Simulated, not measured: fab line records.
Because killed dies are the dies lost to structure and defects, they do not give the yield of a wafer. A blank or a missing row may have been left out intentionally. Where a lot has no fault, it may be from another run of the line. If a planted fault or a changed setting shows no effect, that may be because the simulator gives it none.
A single fault, viewed from 3 desks | flow n5 finfet | only its own numbers are on each desk; what lay behind them is given at the end

THE TOOL OWNER'S DESK: rie diel-04
The tool's own readings at N5_BEOL_M11_ETCH_66 (etches SOC in N2/H2, target depth 120 nm, overetch 24 nm, time 180 s): means of the sampled wafers that have a number, for each lot that ran on this tool. The brackets show how far a lot's mean lies from the usual mean; more than 4 standard deviations puts the lot out of limits, marked OUT.
Columns: A = drypump motor current A at N5_BEOL_M11_ETCH_66, usual 5.4 A; B = oes product au at N5_BEOL_M11_ETCH_66, usual 0.66 a.u.; C = rf vpp V at N5_BEOL_M11_ETCH_66, usual 524.9 V; D = run length s at N5_BEOL_M11_ETCH_66, usual 203.3 s; E = showerhead plenum p Torr at N5_BEOL_M11_ETCH_66, usual 2.58 Torr; F = throttle valve pct at N5_BEOL_M11_ETCH_66, usual 17.8 %
lot  | first seen here | A   | B    | C     | D               | E    | F
L107 | day 12 05:56    | 5.5 | 0.61 | 524.2 | 202.8           | 2.57 | 18.0
L117 | day 14 16:49    | 5.4 | 0.59 | 524.1 | 237.1 (+82) OUT | 2.56 | 17.7
L120 | day 14 19:53    | 5.3 | 0.60 | 525.1 | 237.3 (+83) OUT | 2.57 | 17.6
L119 | day 14 21:30    | 5.5 | 0.62 | 524.9 | 237.6 (+84) OUT | 2.57 | 17.6
This desk's finding: out of limits on L117, L119, L120; first on L117, day 14 16:49 (run length s at N5_BEOL_M11_ETCH_66). Within limits: L107.

THE DEFECT DESK
Per lot, the means of the sampled wafers with a number show what the inspections along the route counted. The brackets show how far a lot's mean lies from the usual mean; more than 4 standard deviations puts the lot out of limits, marked OUT.
Columns: A = raw defect count at N5_BEOL_M11_INSPECT_30, usual 435
lot  | first seen here | A
L107 | day 12 05:49    | 378
L108 | day 12 05:51    | 411
L117 | day 14 16:38    | 397
L120 | day 14 19:37    | 405
L119 | day 14 21:23    | 459
L123 | day 15 17:43    | 463
L124 | day 15 20:20    | 578
Finding of this desk: none of the 7 lots has anything out of limits.

THE METROLOGY DESK
What the gauges read for every lot (on any tool): the sampled wafers with a number, averaged. The brackets show how far a lot's mean lies from the usual mean; more than 4 standard deviations puts the lot out of limits, marked OUT.
Columns: A = cd nm at N5_BEOL_M11_CD_MEAS_28, usual 69.7 nm; B = V10_OVL at N5_BEOL_M11_OVL_MEAS_29, usual 0.0 nm
lot  | first seen here | A    | B
L107 | day 12 05:45    | 69.7 | -0.6
L108 | day 12 05:48    | 70.3 | 0.2
L117 | day 14 16:35    | 69.8 | -0.4
L120 | day 14 19:34    | 70.6 | 0.9
L119 | day 14 21:20    | 70.5 | 0.5
L123 | day 15 17:40    | 70.3 | 1.1
L124 | day 15 20:17    | 70.0 | -0.0
Finding of this desk: none of the 7 lots has anything out of limits.

BROUGHT TOGETHER
On L117, L119, L120, at day 14 16:49, an alarm was possible from the tool owner's desk.
No out-of-limits result turned up at the defect desk.
The metrology desk saw nothing out of limits.
The defect desk has L117, L119, L120 on record, within its limits.
The metrology desk has L117, L119, L120 on record, within its limits.
N5_BEOL_M11_ETCH_66 was run on rie diel-04 by each of the lots named.

WHAT THE SIMULATOR HAD PUT IN
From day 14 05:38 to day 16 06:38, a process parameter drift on rie diel-04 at N5_BEOL_M11_ETCH_66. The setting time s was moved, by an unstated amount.
Struck lots among those shown: L117, L119, L120.
Hours from the fault's start to each desk's first reading out of limits: the tool owner's desk, 11.
